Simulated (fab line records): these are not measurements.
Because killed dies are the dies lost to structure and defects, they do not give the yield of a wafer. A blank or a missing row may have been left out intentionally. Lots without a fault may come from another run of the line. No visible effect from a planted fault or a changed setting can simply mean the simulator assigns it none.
Which of the tools did it? + flow nand-harc + 13 lots, 38 wafers sampled, at 6 steps of a route of 1302

## WHAT THE GAUGES SHOWED, per wafer
NHARC_P_CONTACT_CD_MEAS_12: target cd 90 nm. Usual: cd-nm at 90.3 nm, with a standard deviation of 0.64.
| lot  | measured     | on        | cd-nm (nm)     | flag |
|------|--------------|-----------|----------------|------|
| L377 | day 6 08:05  | cd-sem-02 | 90.3 90.2 89.3 |      |
| L378 | day 6 13:03  | cd-sem-02 | 90.3 90.5 89.1 |      |
| L379 | day 7 03:25  | cd-sem-01 | 89.7 90.8 90.7 |      |
| L380 | day 7 12:41  | cd-sem-02 | 90.7 90.3 90.9 |      |
| L381 | day 7 19:50  | cd-sem-02 | 89.3 90.9 89.6 |      |
| L384 | day 9 09:32  | cd-sem-02 | 91.2 90.6 90.5 |      |
| L385 | day 9 18:06  | cd-sem-02 | 90.6 90.9 91.5 |      |
| L386 | day 10 11:58 | cd-sem-02 | 90.0 90.4 89.2 |      |
| L387 | day 10 19:47 | cd-sem-01 | 89.5 90.4 90.5 |      |
| L388 | day 10 21:11 | cd-sem-02 | 90.9 89.8 91.1 |      |
| L392 | day 12 11:50 | cd-sem-02 | 92.3 90.1      |      |
| L391 | day 12 12:37 | cd-sem-03 | 90.2 90.8 90.5 |      |
| L393 | day 12 19:53 | cd-sem-03 | 89.9 92.9 90.6 |      |

NHARC_END_SORT_01. Usual: killed-at-array 56, standard deviation 17; killed-at-other 0.9, standard deviation 1.2; killed-at-periphery 3.9, standard deviation 2.5; killed-dies 61, standard deviation 17; killed-open 3.2, standard deviation 1.8; killed-short 2.7, standard deviation 1.7.
| lot  | measured     | on        | killed-at-array | killed-at-other | killed-at-periphery | killed-dies | killed-open | killed-short | flag |
|------|--------------|-----------|-----------------|-----------------|---------------------|-------------|-------------|--------------|------|
| L384 | day 27 21:49 | prober-02 | 65 76 74        | 0 0 0           | 4 3 7               | 69 79 81    | 7 2 2       | 2 3 3        |      |
| L386 | day 28 14:19 | prober-01 | 77 82 96        | 1 1 1           | 2 1 1               | 80 84 98    | 3 3 1       | 2 3 4        |      |
| L387 | day 29 09:58 | prober-01 | 48 61 43        | 0 1 0           | 2 7 9               | 50 69 52    | 3 4 3       | 6 3 0        |      |
| L392 | day 30 16:13 | prober-01 | 24              | 0               | 5                   | 29          | 3           | 2            |      |
| L393 | day 31 23:22 | prober-02 | 51 44 53        | 0 0 0           | 0 7 3               | 51 51 56    | 4 3 4       | 1 3 3        |      |

## EACH LOT AND THE TOOL THAT RAN IT (in order: tool; ch and the chambers of the sampled wafers; start)
| lot  | NHARC_P_GATE_STRIP_113               | NHARC_P_GATE_RTA_80              | NHARC_P_CONTACT_CMP_01        | NHARC_P_CONTACT_DEVELOP_11        |
|------|--------------------------------------|----------------------------------|-------------------------------|-----------------------------------|
| L377 | plasma-asher-02 ch 0,1, day 6 04:05  | rtp-anneal-02 ch 0, day 6 05:58  | cmp-03 ch 2,3, day 6 07:23    | litho-track-01 ch 0, day 6 08:00  |
| L378 | plasma-asher-02 ch 0,1, day 6 09:02  | rtp-anneal-02 ch 0, day 6 10:55  | cmp-03 ch 1,2,3, day 6 12:22  | litho-track-01 ch 0, day 6 12:00  |
| L379 | plasma-asher-01 ch 0,1, day 6 23:24  | rtp-anneal-02 ch 0, day 7 01:11  | cmp-02 ch 0,2,3, day 7 02:38  | litho-track-06 ch 0, day 7 03:00  |
| L380 | plasma-asher-02 ch 0, day 7 08:46    | rtp-anneal-01 ch 0, day 7 10:34  | cmp-04 ch 1,3, day 7 12:00    | litho-track-04 ch 0, day 7 12:00  |
| L381 | plasma-asher-02 ch 0,1, day 7 15:55  | rtp-anneal-02 ch 0, day 7 17:37  | cmp-02 ch 1,2, day 7 19:02    | litho-track-06 ch 0, day 7 19:00  |
| L384 | plasma-asher-01 ch 0,1, day 9 05:21  | rtp-anneal-01 ch 0, day 9 07:17  | cmp-03 ch 1,2,3, day 9 08:43  | litho-track-01 ch 0, day 9 09:00  |
| L385 | plasma-asher-02 ch 0,1, day 9 13:58  | rtp-anneal-02 ch 0, day 9 15:50  | cmp-03 ch 1,2,3, day 9 17:16  | litho-track-06 ch 0, day 9 18:00  |
| L386 | plasma-asher-02 ch 0,1, day 10 07:49 | rtp-anneal-02 ch 0, day 10 09:44 | cmp-04 ch 0,1,2, day 10 11:13 | litho-track-01 ch 0, day 10 11:00 |
| L387 | plasma-asher-02 ch 0,1, day 10 16:01 | rtp-anneal-01 ch 0, day 10 17:43 | cmp-04 ch 1,2,3, day 10 19:08 | litho-track-04 ch 0, day 10 19:00 |
| L388 | plasma-asher-01 ch 0,1, day 10 16:17 | rtp-anneal-02 ch 0, day 10 17:52 | cmp-04 ch 0,1,2, day 10 20:25 | litho-track-06 ch 0, day 10 21:00 |
| L392 | plasma-asher-01 ch 0,1, day 12 07:55 | rtp-anneal-02 ch 0, day 12 09:37 | cmp-03 ch 2,3, day 12 11:02   | litho-track-06 ch 0, day 12 11:00 |
| L391 | plasma-asher-02 ch 0,1, day 12 08:28 | rtp-anneal-01 ch 0, day 12 10:23 | cmp-04 ch 0,1,3, day 12 11:50 | litho-track-01 ch 0, day 12 12:00 |
| L393 | plasma-asher-01 ch 0,1, day 12 15:44 | rtp-anneal-02 ch 0, day 12 17:38 | cmp-04 ch 2,3, day 12 19:05   | litho-track-06 ch 0, day 12 19:00 |
- NHARC_P_GATE_STRIP_113: strips in N2/H2, time 740 s.
- NHARC_P_GATE_RTA_80: time 30 s.
- NHARC_P_CONTACT_CMP_01: polishes SiO2, target thk 200 nm.
- NHARC_P_CONTACT_DEVELOP_11: develop time 35 s.

## AS READ BY THE TOOLS THEMSELVES (means over the sampled wafers that have a number; for cases with no such wafer, the mark the record gives instead)
NHARC_P_GATE_STRIP_113. Usual: drypump-motor-current-A 6.0 A, standard deviation 0.62; heater-power-w 82 W, standard deviation 5.9.
| lot  | tool            | drypump-motor-current-A (A) | heater-power-w (W) | flag |
|------|-----------------|-----------------------------|--------------------|------|
| L377 | plasma-asher-02 | 6.3                         | 80                 |      |
| L378 | plasma-asher-02 | 6.4                         | 77                 |      |
| L379 | plasma-asher-01 | 5.4                         | 85                 |      |
| L380 | plasma-asher-02 | 6.1                         | 82                 |      |
| L381 | plasma-asher-02 | 6.3                         | 81                 |      |
| L384 | plasma-asher-01 | 5.8                         | 84                 |      |
| L385 | plasma-asher-02 | 6.4                         | 76                 |      |
| L386 | plasma-asher-02 | 6.4                         | 76                 |      |
| L387 | plasma-asher-02 | 6.4                         | 77                 |      |
| L388 | plasma-asher-01 | 5.4                         | 86                 |      |
| L392 | plasma-asher-01 | 5.6                         | 86                 |      |
| L391 | plasma-asher-02 | 6.3                         | 82                 |      |
| L393 | plasma-asher-01 | 5.4                         | 87                 |      |

NHARC_P_GATE_RTA_80. Usual: lamp-power-pct 2.00 %, standard deviation 0.094; wafer_temp_C_max 301.00, standard deviation 0.25.
| lot  | tool          | lamp-power-pct (%) | wafer_temp_C_max | flag |
|------|---------------|--------------------|------------------|------|
| L377 | rtp-anneal-02 | 2.05               | 301.16           |      |
| L378 | rtp-anneal-02 | 2.05               | 301.25           |      |
| L379 | rtp-anneal-02 | 2.04               | 300.80           |      |
| L380 | rtp-anneal-01 | 1.82               | 300.79           |      |
| L381 | rtp-anneal-02 | 2.05               | 301.05           |      |
| L384 | rtp-anneal-01 | 1.81               | 300.85           |      |
| L385 | rtp-anneal-02 | 2.04               | 301.17           |      |
| L386 | rtp-anneal-02 | 2.04               | 301.02           |      |
| L387 | rtp-anneal-01 | 1.81               | 300.93           |      |
| L388 | rtp-anneal-02 | 2.04               | 301.06           |      |
| L392 | rtp-anneal-02 | 2.04               | 301.14           |      |
| L391 | rtp-anneal-01 | 1.81               | 301.13           |      |
| L393 | rtp-anneal-02 | 2.05               | 301.14           |      |

NHARC_P_CONTACT_CMP_01. Usual: motor-current-A at 11.9 A, with a standard deviation of 1.1.
| lot  | tool   | motor-current-A (A) | flag |
|------|--------|---------------------|------|
| L377 | cmp-03 | 12.6                |      |
| L378 | cmp-03 | 12.5                |      |
| L379 | cmp-02 | 11.4                |      |
| L380 | cmp-04 | 11.8                |      |
| L381 | cmp-02 | 11.8                |      |
| L384 | cmp-03 | 12.6                |      |
| L385 | cmp-03 | 11.7                |      |
| L386 | cmp-04 | 12.7                |      |
| L387 | cmp-04 | 12.1                |      |
| L388 | cmp-04 | 12.7                |      |
| L392 | cmp-03 | 12.1                |      |
| L391 | cmp-04 | 12.2                |      |
| L393 | cmp-04 | 12.2                |      |

NHARC_P_CONTACT_DEVELOP_11. Usual: chill-plate-temp-C at 23.02 C, with a standard deviation of 0.11.
| lot  | tool           | chill-plate-temp-C (C) | flag |
|------|----------------|------------------------|------|
| L377 | litho-track-01 | 22.99                  |      |
| L378 | litho-track-01 | 23.08                  |      |
| L379 | litho-track-06 | 23.08                  |      |
| L380 | litho-track-04 | 22.87                  |      |
| L381 | litho-track-06 | 22.88                  |      |
| L384 | litho-track-01 | 22.96                  |      |
| L385 | litho-track-06 | 23.25                  |      |
| L386 | litho-track-01 | 23.07                  |      |
| L387 | litho-track-04 | 23.03                  |      |
| L388 | litho-track-06 | 22.94                  |      |
| L392 | litho-track-06 | 23.03                  |      |
| L391 | litho-track-01 | 23.07                  |      |
| L393 | litho-track-06 | 23.07                  |      |

## THE ANSWER, worked out from the rows above alone
Rule: a lot is off if the mean of its wafers that have a number lies more than 3 standard deviations from the usual mean. A lot without any number at a reading at which 4 lots or more have one is off too. Any other lot the step has rows for is counted as sound. The gauges are gone through in route order, then the tools' own readings, and for those a lot's mean is taken as printed above. The first step at which some lot is off is used, and at that step the reading that is off furthest; a lot without a number counts as furthest.
Nothing can be told from this: no lot is off at any reading shown.

## WHAT THE SIMULATOR PUT IN
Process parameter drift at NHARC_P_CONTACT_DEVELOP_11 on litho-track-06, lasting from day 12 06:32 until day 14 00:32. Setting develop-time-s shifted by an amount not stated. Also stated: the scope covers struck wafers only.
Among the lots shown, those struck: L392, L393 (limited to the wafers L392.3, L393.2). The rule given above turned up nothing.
